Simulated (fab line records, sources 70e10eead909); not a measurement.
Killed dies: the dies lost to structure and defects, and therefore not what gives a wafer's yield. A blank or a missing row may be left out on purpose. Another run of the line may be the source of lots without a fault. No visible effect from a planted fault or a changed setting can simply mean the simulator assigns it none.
The tool behind it: which one? / flow nand_harc / 12 lots, 36 wafers sampled, at 2 steps of a route of 1302

## WHAT THE GAUGES SHOWED, per wafer
NHARC_A_ONON_D2_THK_MEAS_02: measures by ellipsometry.
lot=L075; measured=day 12 15:10; on=film_metro-02; thk_nm (nm)=996 996 994
lot=L077; measured=day 13 10:17; on=film_metro-01; thk_nm (nm)=991 991 993
lot=L079; measured=day 14 13:57; on=film_metro-02; thk_nm (nm)=994 993 994
lot=L081; measured=day 15 12:35; on=film_metro-01; thk_nm (nm)=989 989 987
lot=L083; measured=day 16 11:11; on=film_metro-01; thk_nm (nm)=995 997 994
lot=L085; measured=day 16 21:35; on=film_metro-01; thk_nm (nm)=1008 1008 1008
lot=L087; measured=day 18 09:07; on=film_metro-01; thk_nm (nm)=979 981 981
lot=L090; measured=day 18 20:38; on=film_metro-01; thk_nm (nm)=1009 1007 1007
lot=L091; measured=day 19 12:01; on=film_metro-02; thk_nm (nm)=997 997 998
lot=L092; measured=day 20 00:55; on=film_metro-02; thk_nm (nm)=990 989 989
lot=L095; measured=day 20 18:46; on=film_metro-02; thk_nm (nm)=990 990 991
lot=L097; measured=day 21 18:56; on=film_metro-01; thk_nm (nm)=996 998 998

## EACH LOT AND THE TOOL THAT RAN IT (in order: tool; ch and the chambers of the sampled wafers; start)
lot=L075; NHARC_A_DECK1_JOINT_ETCHBACK_00=rie_si-01 ch 0,1,2, day 11 13:25
lot=L077; NHARC_A_DECK1_JOINT_ETCHBACK_00=rie_si-01 ch 0,1,3, day 12 12:09
lot=L079; NHARC_A_DECK1_JOINT_ETCHBACK_00=rie_si-05 ch 0,1, day 13 10:43
lot=L081; NHARC_A_DECK1_JOINT_ETCHBACK_00=rie_si-02 ch 0,2, day 14 12:16
lot=L083; NHARC_A_DECK1_JOINT_ETCHBACK_00=rie_si-01 ch 0,1,2, day 15 10:15
lot=L085; NHARC_A_DECK1_JOINT_ETCHBACK_00=rie_si-01 ch 1,2,3, day 15 20:50
lot=L087; NHARC_A_DECK1_JOINT_ETCHBACK_00=rie_si-05 ch 0,2, day 17 07:37
lot=L090; NHARC_A_DECK1_JOINT_ETCHBACK_00=rie_si-05 ch 2,3, day 17 19:20
lot=L091; NHARC_A_DECK1_JOINT_ETCHBACK_00=rie_si-02 ch 0,1, day 18 08:39
lot=L092; NHARC_A_DECK1_JOINT_ETCHBACK_00=rie_si-01 ch 0,2,3, day 18 20:01
lot=L095; NHARC_A_DECK1_JOINT_ETCHBACK_00=rie_si-02 ch 1,2,3, day 19 20:28
lot=L097; NHARC_A_DECK1_JOINT_ETCHBACK_00=rie_si-01 ch 0,2,3, day 20 16:53
- NHARC_A_DECK1_JOINT_ETCHBACK_00: etches the open film in HBr, target depth 30 nm, time 17.4 s.

## THE ANSWER, worked out from the rows above alone
Rule: the usual values come from the lots themselves. The widest of any qualifying gaps counts: lots, ordered by their means at a reading, are off when they make up no more than a third of the lots, leave a main group of 4 or more, and stand apart from it by 3 or more times the standard deviation of that group's means. If all means in a main group match to the digits the tables above print for the reading, that group is not used. A lot without any number at a reading at which 4 lots or more have one is off too. The other lots that the step has rows for count as sound.
None of the lots is off at any reading shown; this tells nothing.

## WHAT THE SIMULATOR HAD PUT IN
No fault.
